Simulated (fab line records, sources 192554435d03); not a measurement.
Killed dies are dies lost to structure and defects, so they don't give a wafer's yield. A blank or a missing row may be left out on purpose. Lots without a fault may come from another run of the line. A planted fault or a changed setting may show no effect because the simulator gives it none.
A struck lot beside a sound one | flow n5_finfet | 16 steps out of a route of 1938
Sound: wafers L697.1, L697.3, L697.5. Struck: wafers L708.2, L708.3, L708.4. The cause comes at the end.
At each step with rows: each side's tool, then ch and its chambers, then its first start. Under that, the readings that differ: sound wafers | struck wafers | difference of the means | sigmas: that difference in standard deviations of wafers without a fault.
alike: readings whose means differ by less than 2 such deviations, and words and numbers that are the same on both sides. not compared: withheld readings, readings that some wafer has no value for, bounds like >300 that may hide the same value, and numbers for which the record gives no deviation and whose values overlap.
The two part at a step that has a row with sigmas, a row that says differs or no value, or rows on one side only. Numbers that don't overlap but have no deviation are shown without sigmas and don't part them. A reading that every wafer of one side lacks parts them only if that side has two wafers or more.

N5_GATE_CUT_OVL_MEAS_14:
  sound on overlay-02 ch 0, day 5 01:50; struck on overlay-01 ch 0, day 7 16:47
  alike: GATE_CUT_OVL
N5_GATE_CUT_INSPECT_15: inspects for defects (brightfield).
  sound on defect_inspect-01, day 5 01:53; struck on defect_inspect-01, day 7 16:51
  alike: raw_defect_count
N5_GATE_CUT_DESCUM_18: chemistry O2, time 7 s.
  sound on rie_diel-06 ch 1, day 5 02:25; struck on rie_diel-02 ch 0,1,2, day 7 16:54
  reading                | sound             | struck            | difference | sigmas
  throttle_valve_pct (%) | 20.74 20.74 20.74 | 20.44 20.10 20.27 | -0.47      | -2
  alike: drypump_motor_current_A, oes_product_au, rf_vpp_V, showerhead_plenum_p_Torr
  not compared: rf_hours_counter_h
then, 1 step without rows for these wafers: N5_GATE_CUT_ETCH_28 (etches underlayer in N2/H2, target depth 13 nm, time 10.4 s).
N5_GATE_CUT_ETCH_36: etches SiARC in CF4, target depth 13 nm, time 21.7 s.
  sound on rie_diel-06 ch 1, day 5 02:29; struck on rie_diel-02 ch 0,1,2, day 7 16:57
  alike: drypump_motor_current_A, etch_rf_on_time_s, oes_product_au, rf_fwd_power_W, rf_vpp_V, showerhead_plenum_p_Torr, throttle_valve_pct
  not compared: rf_hours_counter_h
then, 3 steps without rows for these wafers: N5_GATE_CUT_ETCH_37 (etches SOC in N2/H2, target depth 60 nm, overetch 12 nm, time 90 s); N5_GATE_CUT_STRIP_38 (strips in N2/H2); N5_GATE_CUT_STRIP_39 (strips in N2/H2).
N5_GATE_CUT_HM_OPEN_40: chemistry C4F6/O2, target SiO2, target depth 139 nm, time 85.1 s.
  sound on rie_diel-06 ch 1, day 5 02:40; struck on rie_diel-02 ch 0,1,2, day 7 17:04
  alike: drypump_motor_current_A, etch_rf_on_time_s, oes_o_777_au, oes_product_au, rf_vpp_V, showerhead_plenum_p_Torr, throttle_valve_pct
  not compared: rf_hours_counter_h
then, 1 step without rows for these wafers: N5_GATE_CUT_STRIP_41 (strips in CF4).
N5_GATE_CUT_STRIP_42: strips in O2.
  sound on rie_diel-06 ch 1, day 5 02:47; struck on rie_diel-02 ch 0,1,2, day 7 17:08
  reading                | sound             | struck            | difference | sigmas
  throttle_valve_pct (%) | 17.00 17.00 17.01 | 16.68 16.44 16.48 | -0.47      | -2
  alike: drypump_motor_current_A, oes_product_au, rf_vpp_V, showerhead_plenum_p_Torr
  not compared: rf_hours_counter_h
N5_GATE_CUT_ETCH_19: etches SiNx in CH3F/O2, target depth 53.7 nm, time 76.7 s.
  sound on rie_diel-06 ch 1, day 5 02:50; struck on rie_diel-02 ch 0,1,2, day 7 17:11
  alike: drypump_motor_current_A, etch_rf_on_time_s, oes_o_777_au, oes_product_au, rf_fwd_power_W, rf_vpp_V, showerhead_plenum_p_Torr, throttle_valve_pct
  not compared: rf_hours_counter_h
N5_GATE_CUT_CUT_ETCH_53: etches W in SF6/Cl2, target depth 79.2 nm.
  sound on rie_metal-01 ch 0,1, day 5 02:59; struck on rie_metal-03 ch 0,1, day 7 17:17
  reading               | sound          | struck         | difference | sigmas
  etch_rf_on_time_s (s) | 27.8 28.1 25.8 | 31.8 32.4 31.7 | +4.7       | +4
  rf_fwd_power_W (W)    | 879 878 881    | 659 667 660    | -217       | -66
  alike: drypump_motor_current_A, oes_product_au, throttle_valve_pct
  not compared: rf_hours_counter_h
then, 1 step without rows for these wafers: N5_GATE_CUT_CUT_ETCH_54 (etches TiN in Cl2/BCl3, target depth 96.7 nm).
-- the record jumps here: 6 days lie between the struck wafers' starts before and after (it left off in module GATE_CUT and takes up again in module BEOL_M4, whose first step shown is number 1111 of the route) --
N5_BEOL_M4_RC_MEAS_101:
  sound on prober-01 ch 0, day 11 02:20; struck on prober-02 ch 0, day 13 19:52
  reading   | sound       | struck      | difference | sigmas
  VT_N (mV) | 245 251 248 | 258 254 251 | +6         | +2
  alike: DIBL_N, DIBL_P, IOFF_N, IOFF_P, ION_N, ION_P, SS_N, SS_P, VT_P
N5_PASSIVATION_PROBE_49:
  the record has rows for the sound wafers here (prober-02, day 15 05:04) and none for the struck ones

WHERE THEY PART
First at N5_GATE_CUT_DESCUM_18; last, within this record, at N5_PASSIVATION_PROBE_49.

WHY: what the simulator had put in
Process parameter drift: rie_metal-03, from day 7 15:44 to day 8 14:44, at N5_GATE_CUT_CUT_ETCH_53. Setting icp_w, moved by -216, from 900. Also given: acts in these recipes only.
